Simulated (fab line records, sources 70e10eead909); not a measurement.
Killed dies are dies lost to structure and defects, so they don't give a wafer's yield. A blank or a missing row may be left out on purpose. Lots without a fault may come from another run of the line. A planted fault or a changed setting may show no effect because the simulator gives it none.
Chamber matching | flow nand_harc | NHARC_P_ZERO_WELL_ETCH_63 on rie_si-02: 4 sister chambers
The step etches the open film in HBr/Cl2, target depth 120 nm, time 40.1 s. 4 wafers are shown with their chamber, then 9 later ones without.

WAFERS WITH THEIR CHAMBER
wafer  | chamber | drypump_motor_current_A (A)
L083.5 | 0       | 6.1
L090.2 | 1       | 6.2
L090.5 | 2       | 6.0
L090.6 | 3       | 5.5

WAFERS WITHOUT THEIR CHAMBER
wafer  | drypump_motor_current_A (A)
L093.2 | 6.1
L093.3 | 5.5
L093.5 | 5.5
L094.3 | 6.1
L094.4 | 6.1
L094.6 | 6.0
L097.3 | 5.9
L097.4 | 6.1
L097.6 | 6.1

WHICH CHAMBER EACH WENT THROUGH
wafer  | from the rows above | in truth
L093.2 | 0                   | 0
L093.3 | 3                   | 3
L093.5 | 3                   | 3
L094.3 | 0                   | 0
L094.4 | 0                   | 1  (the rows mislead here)
L094.6 | 2                   | 2
L097.3 | 2                   | 2
L097.4 | 0                   | 0
L097.6 | 0                   | 0
Placed correctly: 8 of 9. Can't be placed from these rows: 0. Placed wrongly: 1.
How it was worked out, from the rows above alone: a wafer's distance from a chamber is the root of the sum, over the readings, of the square of ((its reading less the chamber's mean) divided by the reading's scatter). The wafer belongs to the nearest chamber; if the next one is less than 2 further off, it can't be placed. A chamber's mean is the mean of its shown wafers. The scatter: with one shown wafer a chamber, the root of the mean of the squares of how far each hidden wafer lies from its nearest shown one.
